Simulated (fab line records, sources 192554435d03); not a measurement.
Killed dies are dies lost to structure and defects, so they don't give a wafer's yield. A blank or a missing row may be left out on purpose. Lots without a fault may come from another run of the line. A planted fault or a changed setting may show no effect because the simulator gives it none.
Tool commonality check | flow n5_finfet | 9 lots, 27 wafers sampled

WHY IT WAS OPENED
At N5_BEOL_M12_OCD_MEAS_35 the reading trench_depth_nm is flagged on 2 of 9 lots. Wafers without a fault read 319 nm, standard deviation 4.
Rule: a lot is flagged when every wafer of it that has a number lies more than 4 standard deviations from that mean, or none has a number. The other lots count as sound.

lot  | measured     | on     | trench_depth_nm (nm), wafer by wafer | flag
L615 | day 10 23:26 | ocd-02 | 317 320 320                          |
L618 | day 11 09:22 | ocd-02 | 323 317 323                          |
L617 | day 11 12:43 | ocd-02 | 315 324 320                          |
L627 | day 14 06:40 | ocd-01 | 317 320 311                          |
L623 | day 14 09:40 | ocd-02 | 316 317 322                          |
L622 | day 14 12:04 | ocd-01 | 316 321 329                          |
L626 | day 14 14:36 | ocd-02 | 313 313 316                          |
L629 | day 15 12:49 | ocd-01 | 0 0 0                                | FLAGGED
L631 | day 16 00:43 | ocd-01 | 0 0 0                                | FLAGGED
The numbers of the flagged lots are 0 nm on average: -319 nm against the usual, or -80 standard deviations.

WHICH TOOL RAN EACH LOT
The record holds 1 process step before the reading, out of a route of 1938 steps. In each cell: the tool, then ch and the chambers that the sampled wafers went through, then the start.
lot  | flag    | N5_BEOL_M12_TRENCH_ETCH_34
L615 |         | rie_diel-01 ch 1,2,3, day 10 23:17
L618 |         | rie_diel-06 ch 2,3, day 11 09:13
L617 |         | rie_diel-06 ch 0,2,3, day 11 12:33
L627 |         | rie_diel-02 ch 0,1,3, day 14 06:30
L623 |         | rie_diel-01 ch 0,2,3, day 14 09:31
L622 |         | rie_diel-02 ch 0,2,3, day 14 11:55
L626 |         | rie_diel-02 ch 0,1, day 14 14:26
L629 | FLAGGED | rie_diel-06 ch 0,1,2, day 15 12:40
L631 | FLAGGED | rie_diel-06 ch 1,2,3, day 16 00:34
What these steps do:
- N5_BEOL_M12_TRENCH_ETCH_34: etches SiOC in C4F8/O2/Ar, target depth 318.95 nm, time 125.5 s.
- N5_BEOL_M12_OCD_MEAS_35

FLAGGED OVER TOTAL, TOOL BY TOOL (the gauges that took the reading come last)
step                       | tool        | lots run | flagged | share of the flagged lots | sound lots run after its first flagged lot
N5_BEOL_M12_TRENCH_ETCH_34 | rie_diel-01 | 2        | 0       | none                      | -
N5_BEOL_M12_TRENCH_ETCH_34 | rie_diel-02 | 3        | 0       | none                      | -
N5_BEOL_M12_TRENCH_ETCH_34 | rie_diel-06 | 4        | 2       | all                       | 0
N5_BEOL_M12_OCD_MEAS_35    | ocd-01      | 4        | 2       | all                       | 0
N5_BEOL_M12_OCD_MEAS_35    | ocd-02      | 5        | 0       | none                      | -

WHAT THE TABLE ALLOWS
2 rows of the table ran every flagged lot: rie_diel-06 at N5_BEOL_M12_TRENCH_ETCH_34, ocd-01 at N5_BEOL_M12_OCD_MEAS_35.
- rie_diel-06 at N5_BEOL_M12_TRENCH_ETCH_34: 2 of its 4 lots flagged. Its last sound lot is L617 (day 11 12:33), its first flagged lot L629 (day 15 12:40): a fault that began between those two fits. On the flagged lots its readings are blank where sound lots have values: C4F8_flow_sccm, O2_flow_sccm, drypump_motor_current_A, oes_product_au and 4 more.
- ocd-01 at N5_BEOL_M12_OCD_MEAS_35: 2 of its 4 lots flagged. Its last sound lot is L622 (day 14 12:04), its first flagged lot L629 (day 15 12:49): a fault that began between those two fits.
Counting lots can't tell these 2 tools apart, because each fits a fault that began at some hour. More lots, or a look at what each step does to the wafer, might.

WHAT THE SIMULATOR HAD PUT IN
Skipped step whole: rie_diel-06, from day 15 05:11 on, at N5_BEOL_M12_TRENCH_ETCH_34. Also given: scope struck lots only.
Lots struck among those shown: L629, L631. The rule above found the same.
